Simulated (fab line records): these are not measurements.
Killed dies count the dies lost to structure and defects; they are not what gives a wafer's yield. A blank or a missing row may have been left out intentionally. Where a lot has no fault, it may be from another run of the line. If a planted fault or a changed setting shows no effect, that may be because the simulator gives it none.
Chamber matching    flow n5 finfet    rie diel-02 running N5_MIM_TOP_ETCH_STRIP_01: 4 sister chambers
The step strips in O2. 8 wafers are shown with their chamber, then 6 later ones without.

## EACH WAFER AND ITS CHAMBER
wafer   chamber  drypump motor current A (A)  showerhead plenum p Torr (Torr)
L554.3  0        6.5                          2.08
L554.5  2        5.8                          2.05
L555.2  3        6.5                          2.00
L557.2  2        5.8                          2.05
L557.4  1        5.7                          2.16
L557.5  1        5.7                          2.16
L558.2  0        6.6                          2.07
L558.3  3        6.5                          2.00

## WAFERS WITH NO CHAMBER GIVEN
wafer   drypump motor current A (A)  showerhead plenum p Torr (Torr)
L563.2  5.8                          2.04
L563.4  6.5                          2.00
L563.6  6.5                          2.00
L562.2  5.7                          2.15
L562.3  6.6                          2.00
L562.5  6.5                          2.07

## WHICH CHAMBER EACH WENT THROUGH
wafer   from the rows above  in truth
L563.2  2                    2
L563.4  3                    3
L563.6  3                    3
L562.2  1                    1
L562.3  3                    3
L562.5  0                    0
6 of 6 placed correctly. Not placeable from these rows: 0. Placed wrongly: 0.
How it was worked out, from the rows above alone: a wafer's distance from a chamber is the root of the sum, over the readings, of the square of ((its reading less the chamber's mean) divided by the reading's scatter). The wafer belongs to the nearest chamber; if the next one is less than 2 further off, it can't be placed. For every chamber, the mean is computed from those of its wafers that are shown. The scatter: the root of (the sum of the squares of (reading less its chamber's mean) over the shown wafers, divided by (wafers less chambers)).
